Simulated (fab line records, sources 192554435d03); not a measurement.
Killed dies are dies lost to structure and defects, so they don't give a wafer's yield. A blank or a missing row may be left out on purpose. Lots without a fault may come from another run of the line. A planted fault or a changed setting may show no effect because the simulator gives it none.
Chamber matching | flow n5_finfet | N5_BEOL_M4_STRIP_19 on rie_diel-02: 4 sister chambers
The step strips in O2. 22 wafers are shown with their chamber, then 11 later ones without.

WAFERS WITH THEIR CHAMBER
wafer  | chamber | showerhead_plenum_p_Torr (Torr) | drypump_motor_current_A (A) | throttle_valve_pct (%)
L074.2 | 2       | 2.23                            | 5.2                         | 16.61
L074.3 | 1       | 2.08                            | 5.4                         | 17.04
L074.5 | 3       | 2.09                            | 5.7                         | 16.50
L077.1 | 3       | 2.08                            | 5.7                         | 16.52
L077.2 | 0       | 2.13                            | 6.4                         | 17.00
L077.5 | 2       | 2.22                            | 5.2                         | 16.64
L078.2 | 3       | 2.08                            | 5.7                         | 16.54
L078.3 | 2       | 2.22                            | 5.2                         | 16.66
L078.6 | 2       | 2.22                            | 5.2                         | 16.67
L076.1 | 2       | 2.22                            | 5.2                         | 16.65
L076.5 | 1       | 2.07                            | 5.4                         | 16.64
L076.6 | 0       | 2.13                            | 6.3                         | 17.01
L082.1 | 0       | 2.13                            | 6.3                         | 17.01
L082.2 | 2       | 2.21                            | 5.2                         | 16.69
L082.5 | 3       | 2.08                            | 5.7                         | 16.56
L084.2 | 3       | 2.07                            | 5.7                         | 16.55
L084.4 | 1       | 2.07                            | 5.5                         | 16.67
L084.6 | 2       | 2.21                            | 5.3                         | 16.68
L085.3 | 0       | 2.13                            | 6.3                         | 17.03
L085.5 | 0       | 2.13                            | 6.3                         | 17.03
L085.6 | 3       | 2.07                            | 5.7                         | 16.56
L086.1 | 1       | 2.07                            | 5.5                         | 16.66

SIGNATURES (means of the wafers above)
reading                  | chamber 0 | chamber 1 | chamber 2 | chamber 3 | scatter within a chamber
showerhead_plenum_p_Torr | 2.1300    | 2.0725    | 2.2186    | 2.0783    | 0.00598
drypump_motor_current_A  | 6.320     | 5.450     | 5.214     | 5.700     | 0.0384
throttle_valve_pct       | 17.0160   | 16.7525   | 16.6571   | 16.5383   | 0.0812
Rule: a wafer's distance from a chamber is the root of the sum, over the readings, of the square of ((its reading less the chamber's mean) divided by the reading's scatter). The wafer belongs to the nearest chamber; if the next one is less than 2 further off, it can't be placed. The scatter: the root of (the sum of the squares of (reading less its chamber's mean) over the shown wafers, divided by (wafers less chambers)).

WAFERS WITHOUT THEIR CHAMBER
wafer  | showerhead_plenum_p_Torr (Torr) | drypump_motor_current_A (A) | throttle_valve_pct (%)
L086.2 | 2.13                            | 6.3                         | 17.02
L086.4 | 2.21                            | 5.3                         | 16.68
L090.1 | 2.21                            | 5.2                         | 16.71
L090.2 | 2.12                            | 6.3                         | 17.06
L090.4 | 2.06                            | 5.5                         | 16.69
L095.1 | 2.06                            | 5.5                         | 16.70
L095.5 | 2.06                            | 5.5                         | 16.70
L095.6 | 2.21                            | 5.2                         | 16.71
L096.3 | 2.07                            | 5.7                         | 16.59
L096.5 | 2.12                            | 6.3                         | 17.06
L096.6 | 2.06                            | 5.5                         | 16.72

WHICH CHAMBER EACH WENT THROUGH
wafer  | from the rows above | in truth
L086.2 | 0                   | 0
L086.4 | 2                   | 2
L090.1 | 2                   | 2
L090.2 | 0                   | 0
L090.4 | 1                   | 1
L095.1 | 1                   | 1
L095.5 | 1                   | 1
L095.6 | 2                   | 2
L096.3 | 3                   | 3
L096.5 | 0                   | 0
L096.6 | 1                   | 1
Placed correctly: 11 of 11. Can't be placed from these rows: 0. Placed wrongly: 0.
